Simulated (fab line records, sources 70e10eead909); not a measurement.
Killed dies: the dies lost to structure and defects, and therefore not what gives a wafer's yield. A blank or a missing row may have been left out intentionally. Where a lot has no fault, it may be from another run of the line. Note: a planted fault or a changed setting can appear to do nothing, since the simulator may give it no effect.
Struck lot and sound lot, side by side :: flow nand harc :: 17 out of 1302 route steps
Sound: the wafers L412.4, L412.5, L412.6. Struck: wafer L413.1 (left out: L413.4, L413.5 of the same lot, which were not struck); the cause appears at the end.
Each step with rows lists, per side, the tool, then ch with its chambers, then its first start. Under that, the readings that differ: sound wafers :: struck wafers :: difference of the means :: sigmas: that difference in standard deviations of wafers without a fault.
alike: words and numbers the same on both sides, and readings whose means are apart by under 2 such deviations; not compared: readings that were withheld, readings missing a value for some wafer, numbers with overlapping values and no deviation given by the record, and bounds like >300 which may hide the same value.
Wherever a step has rows on one side only, a row that says differs or no value, or a row with sigmas, the two part there. Numbers that don't overlap but have no deviation are shown without sigmas and don't part them. A reading missing from all wafers of one side parts the sides only when that side holds two or more wafers.

NHARC_A_M1_INSPECT_11:
  sound on defect inspect-02, day 23 07:49; struck on defect inspect-02, day 23 23:09
  alike: raw defect count
NHARC_A_M1_DESCUM_14: chemistry O2, time 3 s.
  sound on rie diel-06 ch 1,2,3, day 23 07:54; struck on rie diel-05 ch 2, day 23 23:13
  alike: drypump motor current A, oes product au, rf vpp V, showerhead plenum p Torr, throttle valve pct
  not compared: rf hours counter h
then, 1 step without rows for these wafers: NHARC_A_M1_ETCH_35 (etches the open film in N2/H2, target depth 40 nm, overetch 12 nm, time 43.94 s).
NHARC_A_M1_ETCH_15: etches the open film in C4F8/Ar, target depth 182.5 nm, time 91.2 s.
  sound on rie diel-06 ch 2,3; struck on rie diel-05 ch 2
  alike: oes product au, rf fwd power W, rf vpp V
  not compared: rf hours counter h
NHARC_A_M1_CD_MEAS_16:
  sound on cd sem-02, day 23 08:11; struck on cd sem-03, day 23 23:31
  alike: cd nm
then, 1 step without rows for these wafers: NHARC_A_M1_STRIP_18 (strips in N2/H2).
NHARC_A_M1_ETCH_28: etches the open film in CF4/N2, target depth 30 nm, time 72.99 s.
  sound on rie diel-10 ch 0,1,3; struck on rie diel-10 ch 0
  alike: drypump motor current A, oes product au, rf fwd power W, rf vpp V, showerhead plenum p Torr, throttle valve pct
  not compared: rf hours counter h
then, 1 step without rows for these wafers: NHARC_A_M1_STRIP_19 (strips in post etch residue remover, time 600 s).
NHARC_A_M1_DEGAS_29: time 60 s.
  sound on pvd sputter-02, day 23 08:56; struck on pvd sputter-02, day 24 00:14
  alike: heater power w
then, 1 step without rows for these wafers: NHARC_A_M1_PRE_CLEAN_30 (time 30 s).
NHARC_A_M1_PVD_20: deposits TaN, target thk 5 nm, time 8.06 s.
  sound on pvd sputter-02; struck on pvd sputter-02
  alike: throttle valve pct
then, 1 step without rows for these wafers: NHARC_A_M1_PVD_21 (deposits Cu, target thk 30 nm, time 20.49 s).
NHARC_A_M1_ECD_22: material Cu, target thk 400 nm.
  sound on ecd cu-01 ch 0,1, day 23 09:24; struck on ecd cu-01 ch 0, day 24 00:49
  alike: bath temp c
then, 1 step without rows for these wafers: NHARC_A_M1_ANNEAL_31 (time 90 s).
NHARC_A_M1_CMP_23: polishes, t overpolish 20 s, target thk 154.34 nm.
  sound on cmp-01 ch 1,2, day 23 10:01; struck on cmp-02 ch 0, day 24 01:34
reading: time to endpoint s (s)
sound: 30.4 30.4 32.3
struck: 9.5
difference: -21.5
sigmas: -9
  alike: motor current A
NHARC_A_M1_THK_MEAS_24: measures by xrf.
  sound on film metro-02, day 23 10:20; struck on film metro-02, day 24 01:53
  alike: thk nm
NHARC_END_SORT_01:
  sound on prober-02 ch 0, day 24 22:51; struck on prober-02 ch 0, day 25 12:29
reading: killed at periphery
sound: 2 2 2
struck: 9
difference: +7
sigmas: +3
  alike: defect limited yield, killed at array, killed at other, killed dies, killed open, killed short

== WHERE THEY PART ==
Earliest at NHARC_A_M1_CMP_23; latest, in this record, at NHARC_END_SORT_01.

WHY: the cause the simulator had injected
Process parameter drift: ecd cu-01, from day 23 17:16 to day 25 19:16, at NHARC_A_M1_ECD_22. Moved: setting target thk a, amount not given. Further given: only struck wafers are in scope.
